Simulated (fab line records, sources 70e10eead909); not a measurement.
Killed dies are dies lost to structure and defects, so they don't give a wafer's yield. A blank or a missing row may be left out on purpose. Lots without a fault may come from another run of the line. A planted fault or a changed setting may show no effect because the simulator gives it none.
Which tool did it? | flow nand_harc | 24 lots, 72 wafers sampled, at 5 steps of a route of 1302

WHAT THE GAUGES READ, wafer by wafer
NHARC_A_M1_THK_MEAS_24: measures by xrf.
lot  | measured     | on            | thk_nm (nm)
L076 | day 23 16:31 | film_metro-01 | 154.1 155.0 155.0
L074 | day 23 17:18 | film_metro-02 | 152.6 154.8 154.1
L075 | day 23 20:19 | film_metro-01 | 155.1 152.8 153.6
L077 | day 24 02:56 | film_metro-01 | 154.7 154.1 154.9
L078 | day 25 04:41 | film_metro-02 | 154.8 154.6 156.8
L079 | day 25 07:18 | film_metro-01 | 153.9 154.3 156.0
L080 | day 26 06:02 | film_metro-02 | 154.6 152.0 153.5
L081 | day 27 00:58 | film_metro-02 | 154.4 154.8 154.5
L082 | day 27 06:44 | film_metro-01 | 153.2 156.2 154.8
L083 | day 27 07:34 | film_metro-02 | 154.2 156.2 153.3
L084 | day 27 18:21 | film_metro-02 | 153.0 155.5 154.5
L086 | day 28 00:03 | film_metro-01 | 155.0 153.6 156.6
L085 | day 28 04:40 | film_metro-02 | 152.1 153.5 150.3
L087 | day 28 05:26 | film_metro-02 | 153.8 155.5 153.4
L089 | day 29 08:05 | film_metro-01 | 152.9 152.6 151.8
L088 | day 29 09:53 | film_metro-01 | 154.7 155.2 154.5
L091 | day 30 05:02 | film_metro-02 | 154.6 152.7 153.5
L090 | day 30 07:20 | film_metro-01 | 152.5 154.8 154.4
L092 | day 30 21:46 | film_metro-02 | 152.0 154.4 153.6
L094 | day 31 14:18 | film_metro-01 | 154.9 152.6 156.6
L093 | day 32 00:20 | film_metro-01 | 154.2 154.7 154.6
L096 | day 32 03:35 | film_metro-01 | 154.3 154.1 154.4
L095 | day 32 05:44 | film_metro-02 | 153.1 155.5 152.4
L097 | day 33 04:20 | film_metro-01 | 150.0 153.5 154.6

NHARC_A_BONDPAD_CD_MEAS_09: target cd 500 nm.
lot  | measured     | on        | cd_nm (nm)
L076 | day 23 18:29 | cd_sem-01 | 500.3 500.1 498.2
L074 | day 23 19:23 | cd_sem-02 | 498.0 500.4 500.9
L075 | day 23 22:33 | cd_sem-02 | 498.8 499.2 497.3
L077 | day 24 04:53 | cd_sem-03 | 499.0 500.6 500.6
L078 | day 25 06:38 | cd_sem-01 | 501.7 497.9 498.6
L079 | day 25 09:15 | cd_sem-02 | 502.2 499.6 501.7
L080 | day 26 08:06 | cd_sem-02 | 502.5 500.6 502.4
L081 | day 27 03:05 | cd_sem-01 | 497.6 497.2 498.3
L082 | day 27 08:42 | cd_sem-03 | 497.9 497.2 499.7
L083 | day 27 09:40 | cd_sem-01 | 501.0 502.0 500.5
L084 | day 27 20:18 | cd_sem-01 | 499.6 500.4 499.0
L086 | day 28 02:01 | cd_sem-01 | 499.4 501.8 503.0
L085 | day 28 06:38 | cd_sem-02 | 500.3 500.0 502.4
L087 | day 28 07:31 | cd_sem-02 | 496.4 499.5 495.7
L089 | day 29 10:09 | cd_sem-02 | 501.0 501.1 501.0
L088 | day 29 11:57 | cd_sem-01 | 500.7 500.6 498.4
L091 | day 30 07:08 | cd_sem-03 | 499.8 499.8 498.0
L090 | day 30 09:18 | cd_sem-01 | 498.5 501.9 499.3
L092 | day 30 23:51 | cd_sem-01 | 499.4 499.3 499.6
L094 | day 31 16:23 | cd_sem-03 | 500.1 497.8 499.7
L093 | day 32 02:32 | cd_sem-02 | 500.8 500.2 499.8
L096 | day 32 05:41 | cd_sem-02 | 500.2 501.2 497.6
L095 | day 32 07:41 | cd_sem-02 | 499.5 499.8 503.1
L097 | day 33 06:26 | cd_sem-02 | 498.5 500.3 498.4

WHICH TOOL RAN EACH LOT (tool, then ch and the chambers of the sampled wafers, then the start)
lot  | NHARC_A_BLC_CVD_24                       | NHARC_A_M0_PVD_20                       | NHARC_A_BONDPAD_CMP_29
L076 | cvd_w-01 ch 0,1, day 23 16:31 or earlier | pvd_sputter-03, day 23 16:31 or earlier | cmp-04 ch 2,3, day 23 17:49
L074 | cvd_w-02 ch 0,1, day 23 17:18 or earlier | pvd_sputter-03, day 23 17:18 or earlier | cmp-04 ch 1,2,3, day 23 18:36
L075 | cvd_w-02 ch 0,1, day 23 20:19 or earlier | pvd_sputter-03, day 23 20:19 or earlier | cmp-04 ch 1,2, day 23 21:45
L077 | cvd_w-02 ch 0,1, day 24 02:56 or earlier | pvd_sputter-01, day 24 02:56 or earlier | cmp-01 ch 0,1,2, day 24 04:12
L078 | cvd_w-01 ch 0,1, day 25 04:41 or earlier | pvd_sputter-01, day 25 04:41 or earlier | cmp-03 ch 1,2,3, day 25 05:57
L079 | cvd_w-02 ch 0,1, day 25 07:18 or earlier | pvd_sputter-01, day 25 07:18 or earlier | cmp-03 ch 2,3, day 25 08:34
L080 | cvd_w-01 ch 0,1, day 26 06:02 or earlier | pvd_sputter-03, day 26 06:02 or earlier | cmp-03 ch 2,3, day 26 07:17
L081 | cvd_w-02 ch 0,1, day 27 00:58 or earlier | pvd_sputter-02, day 27 00:58 or earlier | cmp-01 ch 0,3, day 27 02:16
L082 | cvd_w-01 ch 0,1, day 27 06:44 or earlier | pvd_sputter-01, day 27 06:44 or earlier | cmp-04 ch 0,3, day 27 08:02
L083 | cvd_w-02 ch 0,1, day 27 07:34 or earlier | pvd_sputter-02, day 27 07:34 or earlier | cmp-03 ch 1,2,3, day 27 08:50
L084 | cvd_w-01 ch 0,1, day 27 18:21 or earlier | pvd_sputter-02, day 27 18:21 or earlier | cmp-04 ch 2,3, day 27 19:37
L086 | cvd_w-01 ch 0,1, day 28 00:03 or earlier | pvd_sputter-03, day 28 00:03 or earlier | cmp-01 ch 2,3, day 28 01:19
L085 | cvd_w-02 ch 0,1, day 28 04:40 or earlier | pvd_sputter-03, day 28 04:40 or earlier | cmp-04 ch 0,2,3, day 28 05:56
L087 | cvd_w-02 ch 0,1, day 28 05:26 or earlier | pvd_sputter-01, day 28 05:26 or earlier | cmp-04 ch 0,1,3, day 28 06:42
L089 | cvd_w-01 ch 0,1, day 29 08:05 or earlier | pvd_sputter-01, day 29 08:05 or earlier | cmp-01 ch 1,2, day 29 09:22
L088 | cvd_w-02 ch 0,1, day 29 09:53 or earlier | pvd_sputter-02, day 29 09:53 or earlier | cmp-01 ch 1,2, day 29 11:10
L091 | cvd_w-02 ch 0,1, day 30 05:02 or earlier | pvd_sputter-03, day 30 05:02 or earlier | cmp-03 ch 0,1,3, day 30 06:18
L090 | cvd_w-01 ch 0,1, day 30 07:20 or earlier | pvd_sputter-03, day 30 07:20 or earlier | cmp-03 ch 0,1,2, day 30 08:38
L092 | cvd_w-01 ch 0,1, day 30 21:46 or earlier | pvd_sputter-01, day 30 21:46 or earlier | cmp-01 ch 1,2, day 30 23:02
L094 | cvd_w-02 ch 1, day 31 14:18 or earlier   | pvd_sputter-02, day 31 14:18 or earlier | cmp-04 ch 0,1,3, day 31 15:37
L093 | cvd_w-02 ch 1, day 32 00:20 or earlier   | pvd_sputter-02, day 32 00:20 or earlier | cmp-03 ch 1,2,3, day 32 01:43
L096 | cvd_w-02 ch 0,1, day 32 03:35 or earlier | pvd_sputter-01, day 32 03:35 or earlier | cmp-04 ch 0,2,3, day 32 04:52
L095 | cvd_w-01 ch 0,1, day 32 05:44 or earlier | pvd_sputter-03, day 32 05:44 or earlier | cmp-04 ch 0,1,2, day 32 07:00
L097 | cvd_w-02 ch 0,1, day 33 04:20 or earlier | pvd_sputter-02, day 33 04:20 or earlier | cmp-03 ch 0,1,3, day 33 05:37
- NHARC_A_BLC_CVD_24: deposits W, target thk 150 nm, time 434 s.
- NHARC_A_M0_PVD_20: deposits TaN, target thk 5 nm, time 8.06 s.
- NHARC_A_BONDPAD_CMP_29: polishes SiCN, target thk 200 nm.

WHAT THE TOOLS THEMSELVES READ (means of the sampled wafers that have a number; where no wafer has one, the mark that the record gives instead)
NHARC_A_BLC_CVD_24.
lot  | tool     | heater_power_w (W) | mfc_ar_sccm (sccm) | throttle_valve_pct (%)
L076 | cvd_w-01 | 517                | 1558               | 8.03
L074 | cvd_w-02 | 455                | 1566               | 7.80
L075 | cvd_w-02 | 474                | 1561               | 8.06
L077 | cvd_w-02 | 457                | 1561               | 7.78
L078 | cvd_w-01 | 479                | 1558               | 7.95
L079 | cvd_w-02 | 455                | 1562               | 7.87
L080 | cvd_w-01 | 477                | 1556               | 8.03
L081 | cvd_w-02 | 481                | 1562               | 7.98
L082 | cvd_w-01 | 456                | 1562               | 8.19
L083 | cvd_w-02 | 461                | 1559               | 7.88
L084 | cvd_w-01 | 482                | 1559               | 8.09
L086 | cvd_w-01 | 476                | 1556               | 8.21
L085 | cvd_w-02 | 451                | 1556               | 7.95
L087 | cvd_w-02 | 444                | 1559               | 8.05
L089 | cvd_w-01 | 454                | 1562               | 8.06
L088 | cvd_w-02 | 452                | 1561               | 7.94
L091 | cvd_w-02 | 449                | 1558               | 7.99
L090 | cvd_w-01 | 482                | 1561               | 8.06
L092 | cvd_w-01 | 480                | 1557               | 8.08
L094 | cvd_w-02 | 453                | 1566               | 8.31
L093 | cvd_w-02 | 460                | 1564               | 8.20
L096 | cvd_w-02 | 451                | 1558               | 7.90
L095 | cvd_w-01 | 478                | 1553               | 7.99
L097 | cvd_w-02 | 451                | 1557               | 8.15

NHARC_A_M0_PVD_20.
lot  | tool           | throttle_valve_pct (%)
L076 | pvd_sputter-03 | 29.7
L074 | pvd_sputter-03 | 29.7
L075 | pvd_sputter-03 | 29.7
L077 | pvd_sputter-01 | 30.6
L078 | pvd_sputter-01 | 30.7
L079 | pvd_sputter-01 | 30.4
L080 | pvd_sputter-03 | 29.3
L081 | pvd_sputter-02 | 30.1
L082 | pvd_sputter-01 | 31.3
L083 | pvd_sputter-02 | 30.4
L084 | pvd_sputter-02 | 30.2
L086 | pvd_sputter-03 | 29.5
L085 | pvd_sputter-03 | 29.5
L087 | pvd_sputter-01 | 30.8
L089 | pvd_sputter-01 | 31.7
L088 | pvd_sputter-02 | 30.6
L091 | pvd_sputter-03 | 29.3
L090 | pvd_sputter-03 | 29.6
L092 | pvd_sputter-01 | 32.1
L094 | pvd_sputter-02 | 30.2
L093 | pvd_sputter-02 | 31.3
L096 | pvd_sputter-01 | 31.0
L095 | pvd_sputter-03 | 29.4
L097 | pvd_sputter-02 | 31.1

NHARC_A_BONDPAD_CMP_29.
lot  | tool   | motor_current_A (A) | retaining_ring_pressure_frac
L076 | cmp-04 | 12.4                | 1.002
L074 | cmp-04 | 13.0                | 0.999
L075 | cmp-04 | 13.6                | 1.008
L077 | cmp-01 | 10.7                | 1.001
L078 | cmp-03 | 12.7                | 1.001
L079 | cmp-03 | 12.5                | 0.997
L080 | cmp-03 | 11.6                | 1.001
L081 | cmp-01 | 11.7                | 1.002
L082 | cmp-04 | 11.8                | 0.998
L083 | cmp-03 | 12.4                | 1.002
L084 | cmp-04 | 13.0                | 0.996
L086 | cmp-01 | 11.2                | 1.004
L085 | cmp-04 | 12.4                | 1.007
L087 | cmp-04 | 12.6                | 0.996
L089 | cmp-01 | 10.5                | 0.991
L088 | cmp-01 | 11.1                | 1.003
L091 | cmp-03 | 12.3                | 1.002
L090 | cmp-03 | 12.4                | 0.998
L092 | cmp-01 | 10.7                | 1.002
L094 | cmp-04 | 12.1                | 1.005
L093 | cmp-03 | 12.6                | 0.997
L096 | cmp-04 | 12.4                | 0.999
L095 | cmp-04 | 13.1                | 1.004
L097 | cmp-03 | 12.2                | 1.000

THE ANSWER, worked out from the rows above alone
Rule: what is usual is taken from the lots themselves. Put in order of their means at a reading, lots are off if they are a third of the lots or fewer, leave a main group of 4 or more, and stand apart from it by a gap of 3 or more times the standard deviation of the main group's means; of several such gaps the widest counts. A main group whose means are all the same, to the digits that the tables above print for the reading, isn't used. A lot without any number at a reading at which 4 lots or more have one is off too. The other lots that the step has rows for count as sound. The gauges are gone through in route order, then the tools' own readings, and for those a lot's mean is taken as printed above. The first step at which some lot is off is used, and at that step the reading that is off furthest; a lot without a number counts as furthest.
No lot is off at any reading shown: from this, nothing can be told.

WHAT THE SIMULATOR HAD PUT IN
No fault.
